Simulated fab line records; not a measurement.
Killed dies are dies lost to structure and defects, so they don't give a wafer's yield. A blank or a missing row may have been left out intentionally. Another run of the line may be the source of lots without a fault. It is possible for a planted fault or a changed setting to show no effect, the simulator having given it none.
Matching of chambers || flow nandHarc || 4 sister chambers for NHARC_A_CONTACT_DESCUM_47 on rieDiel-02
The step chemistry O2, time 3 s. 33 wafers are shown with their chamber, then 12 later ones without.

WAFERS WITH THEIR CHAMBER
{"wafer": "L074.1", "chamber": 3, "drypumpMotorCurrentA (A)": 5.7, "showerheadPlenumPTorr (Torr)": 1.85, "oesProductAu (a.u.)": 0.993}
{"wafer": "L074.2", "chamber": 1, "drypumpMotorCurrentA (A)": 5.4, "showerheadPlenumPTorr (Torr)": 1.88, "oesProductAu (a.u.)": 1.005}
{"wafer": "L074.3", "chamber": 0, "drypumpMotorCurrentA (A)": 4.7, "showerheadPlenumPTorr (Torr)": 1.97, "oesProductAu (a.u.)": 1.000}
{"wafer": "L077.2", "chamber": 2, "drypumpMotorCurrentA (A)": 5.3, "showerheadPlenumPTorr (Torr)": 1.89, "oesProductAu (a.u.)": 1.005}
{"wafer": "L077.3", "chamber": 1, "drypumpMotorCurrentA (A)": 5.3, "showerheadPlenumPTorr (Torr)": 1.88, "oesProductAu (a.u.)": 1.006}
{"wafer": "L077.5", "chamber": 1, "drypumpMotorCurrentA (A)": 5.3, "showerheadPlenumPTorr (Torr)": 1.88, "oesProductAu (a.u.)": 1.000}
{"wafer": "L075.2", "chamber": 3, "drypumpMotorCurrentA (A)": 5.7, "showerheadPlenumPTorr (Torr)": 1.85, "oesProductAu (a.u.)": 1.003}
{"wafer": "L075.3", "chamber": 0, "drypumpMotorCurrentA (A)": 4.7, "showerheadPlenumPTorr (Torr)": 1.97, "oesProductAu (a.u.)": 1.007}
{"wafer": "L075.5", "chamber": 1, "drypumpMotorCurrentA (A)": 5.3, "showerheadPlenumPTorr (Torr)": 1.88, "oesProductAu (a.u.)": 1.001}
{"wafer": "L078.2", "chamber": 2, "drypumpMotorCurrentA (A)": 5.4, "showerheadPlenumPTorr (Torr)": 1.88, "oesProductAu (a.u.)": 1.007}
{"wafer": "L078.4", "chamber": 3, "drypumpMotorCurrentA (A)": 5.7, "showerheadPlenumPTorr (Torr)": 1.85, "oesProductAu (a.u.)": 0.988}
{"wafer": "L078.5", "chamber": 3, "drypumpMotorCurrentA (A)": 5.7, "showerheadPlenumPTorr (Torr)": 1.85, "oesProductAu (a.u.)": 0.986}
{"wafer": "L080.1", "chamber": 3, "drypumpMotorCurrentA (A)": 5.7, "showerheadPlenumPTorr (Torr)": 1.85, "oesProductAu (a.u.)": 0.980}
{"wafer": "L080.2", "chamber": 1, "drypumpMotorCurrentA (A)": 5.3, "showerheadPlenumPTorr (Torr)": 1.88, "oesProductAu (a.u.)": 0.999}
{"wafer": "L080.4", "chamber": 2, "drypumpMotorCurrentA (A)": 5.4, "showerheadPlenumPTorr (Torr)": 1.88, "oesProductAu (a.u.)": 1.007}
{"wafer": "L079.2", "chamber": 0, "drypumpMotorCurrentA (A)": 4.7, "showerheadPlenumPTorr (Torr)": 1.97, "oesProductAu (a.u.)": 0.999}
{"wafer": "L079.5", "chamber": 0, "drypumpMotorCurrentA (A)": 4.7, "showerheadPlenumPTorr (Torr)": 1.97, "oesProductAu (a.u.)": 0.999}
{"wafer": "L079.6", "chamber": 1, "drypumpMotorCurrentA (A)": 5.3, "showerheadPlenumPTorr (Torr)": 1.88, "oesProductAu (a.u.)": 1.000}
{"wafer": "L081.3", "chamber": 2, "drypumpMotorCurrentA (A)": 5.4, "showerheadPlenumPTorr (Torr)": 1.88, "oesProductAu (a.u.)": 1.014}
{"wafer": "L081.5", "chamber": 3, "drypumpMotorCurrentA (A)": 5.7, "showerheadPlenumPTorr (Torr)": 1.84, "oesProductAu (a.u.)": 1.003}
{"wafer": "L081.6", "chamber": 2, "drypumpMotorCurrentA (A)": 5.4, "showerheadPlenumPTorr (Torr)": 1.88, "oesProductAu (a.u.)": 1.019}
{"wafer": "L082.1", "chamber": 0, "drypumpMotorCurrentA (A)": 4.7, "showerheadPlenumPTorr (Torr)": 1.96, "oesProductAu (a.u.)": 0.996}
{"wafer": "L082.4", "chamber": 1, "drypumpMotorCurrentA (A)": 5.3, "showerheadPlenumPTorr (Torr)": 1.88, "oesProductAu (a.u.)": 1.005}
{"wafer": "L082.5", "chamber": 3, "drypumpMotorCurrentA (A)": 5.7, "showerheadPlenumPTorr (Torr)": 1.84, "oesProductAu (a.u.)": 0.995}
{"wafer": "L083.1", "chamber": 2, "drypumpMotorCurrentA (A)": 5.4, "showerheadPlenumPTorr (Torr)": 1.88, "oesProductAu (a.u.)": 1.008}
{"wafer": "L083.5", "chamber": 0, "drypumpMotorCurrentA (A)": 4.7, "showerheadPlenumPTorr (Torr)": 1.96, "oesProductAu (a.u.)": 0.998}
{"wafer": "L083.6", "chamber": 1, "drypumpMotorCurrentA (A)": 5.3, "showerheadPlenumPTorr (Torr)": 1.88, "oesProductAu (a.u.)": 1.003}
{"wafer": "L087.3", "chamber": 0, "drypumpMotorCurrentA (A)": 4.7, "showerheadPlenumPTorr (Torr)": 1.96, "oesProductAu (a.u.)": 0.989}
{"wafer": "L087.5", "chamber": 2, "drypumpMotorCurrentA (A)": 5.4, "showerheadPlenumPTorr (Torr)": 1.88, "oesProductAu (a.u.)": 1.009}
{"wafer": "L087.6", "chamber": 3, "drypumpMotorCurrentA (A)": 5.7, "showerheadPlenumPTorr (Torr)": 1.84, "oesProductAu (a.u.)": 0.990}
{"wafer": "L086.1", "chamber": 2, "drypumpMotorCurrentA (A)": 5.3, "showerheadPlenumPTorr (Torr)": 1.88, "oesProductAu (a.u.)": 1.001}
{"wafer": "L086.2", "chamber": 0, "drypumpMotorCurrentA (A)": 4.7, "showerheadPlenumPTorr (Torr)": 1.96, "oesProductAu (a.u.)": 0.999}
{"wafer": "L086.3", "chamber": 3, "drypumpMotorCurrentA (A)": 5.7, "showerheadPlenumPTorr (Torr)": 1.84, "oesProductAu (a.u.)": 0.992}

SIGNATURES (averages over the wafers above)
{"reading": "drypumpMotorCurrentA", "chamber 0": 4.700, "chamber 1": 5.312, "chamber 2": 5.375, "chamber 3": 5.700, "scatter within a chamber": 0.0286}
{"reading": "showerheadPlenumPTorr", "chamber 0": 1.9650, "chamber 1": 1.8800, "chamber 2": 1.8812, "chamber 3": 1.8456, "scatter within a chamber": 0.00419}
{"reading": "oesProductAu", "chamber 0": 0.99838, "chamber 1": 1.00238, "chamber 2": 1.00875, "chamber 3": 0.99222, "scatter within a chamber": 0.00554}
Rule: for each reading, subtract the chamber's mean from the wafer's reading, divide by that reading's scatter and square the result; add these up over the readings and take the root, which gives the wafer's distance from the chamber. If the next closest chamber is less than 2 further off than the closest, the wafer can't be placed; otherwise it belongs to the closest. The scatter: take each reading less its chamber's mean, square it, sum over the shown wafers, divide by the number of wafers less the number of chambers, and take the root.

WAFERS WITHOUT THEIR CHAMBER
{"wafer": "L088.3", "drypumpMotorCurrentA (A)": 5.7, "showerheadPlenumPTorr (Torr)": 1.84, "oesProductAu (a.u.)": 1.000}
{"wafer": "L088.5", "drypumpMotorCurrentA (A)": 5.7, "showerheadPlenumPTorr (Torr)": 1.84, "oesProductAu (a.u.)": 1.001}
{"wafer": "L088.6", "drypumpMotorCurrentA (A)": 5.4, "showerheadPlenumPTorr (Torr)": 1.88, "oesProductAu (a.u.)": 1.007}
{"wafer": "L092.1", "drypumpMotorCurrentA (A)": 4.7, "showerheadPlenumPTorr (Torr)": 1.96, "oesProductAu (a.u.)": 1.001}
{"wafer": "L092.2", "drypumpMotorCurrentA (A)": 5.7, "showerheadPlenumPTorr (Torr)": 1.84, "oesProductAu (a.u.)": 0.991}
{"wafer": "L092.4", "drypumpMotorCurrentA (A)": 5.3, "showerheadPlenumPTorr (Torr)": 1.88, "oesProductAu (a.u.)": 1.002}
{"wafer": "L091.1", "drypumpMotorCurrentA (A)": 4.7, "showerheadPlenumPTorr (Torr)": 1.96, "oesProductAu (a.u.)": 1.000}
{"wafer": "L091.3", "drypumpMotorCurrentA (A)": 5.3, "showerheadPlenumPTorr (Torr)": 1.88, "oesProductAu (a.u.)": 0.997}
{"wafer": "L091.4", "drypumpMotorCurrentA (A)": 5.7, "showerheadPlenumPTorr (Torr)": 1.84, "oesProductAu (a.u.)": 1.000}
{"wafer": "L096.1", "drypumpMotorCurrentA (A)": 4.7, "showerheadPlenumPTorr (Torr)": 1.96, "oesProductAu (a.u.)": 1.005}
{"wafer": "L096.5", "drypumpMotorCurrentA (A)": 5.3, "showerheadPlenumPTorr (Torr)": 1.88, "oesProductAu (a.u.)": 1.001}
{"wafer": "L096.6", "drypumpMotorCurrentA (A)": 4.7, "showerheadPlenumPTorr (Torr)": 1.96, "oesProductAu (a.u.)": 1.008}

WHICH CHAMBER EACH ONE RAN IN
{"wafer": "L088.3", "from the rows above": 3, "in truth": 3}
{"wafer": "L088.5", "from the rows above": 3, "in truth": 3}
{"wafer": "L088.6", "from the rows above": 2, "in truth": 2}
{"wafer": "L092.1", "from the rows above": 0, "in truth": 0}
{"wafer": "L092.2", "from the rows above": 3, "in truth": 3}
{"wafer": "L092.4", "from the rows above": 1, "in truth": 1}
{"wafer": "L091.1", "from the rows above": 0, "in truth": 0}
{"wafer": "L091.3", "from the rows above": 1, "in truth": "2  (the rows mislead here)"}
{"wafer": "L091.4", "from the rows above": 3, "in truth": 3}
{"wafer": "L096.1", "from the rows above": 0, "in truth": 0}
{"wafer": "L096.5", "from the rows above": 1, "in truth": 1}
{"wafer": "L096.6", "from the rows above": 0, "in truth": 0}
Placed correctly: 11 of 12. Can't be placed from these rows: 0. Number placed wrongly: 1.
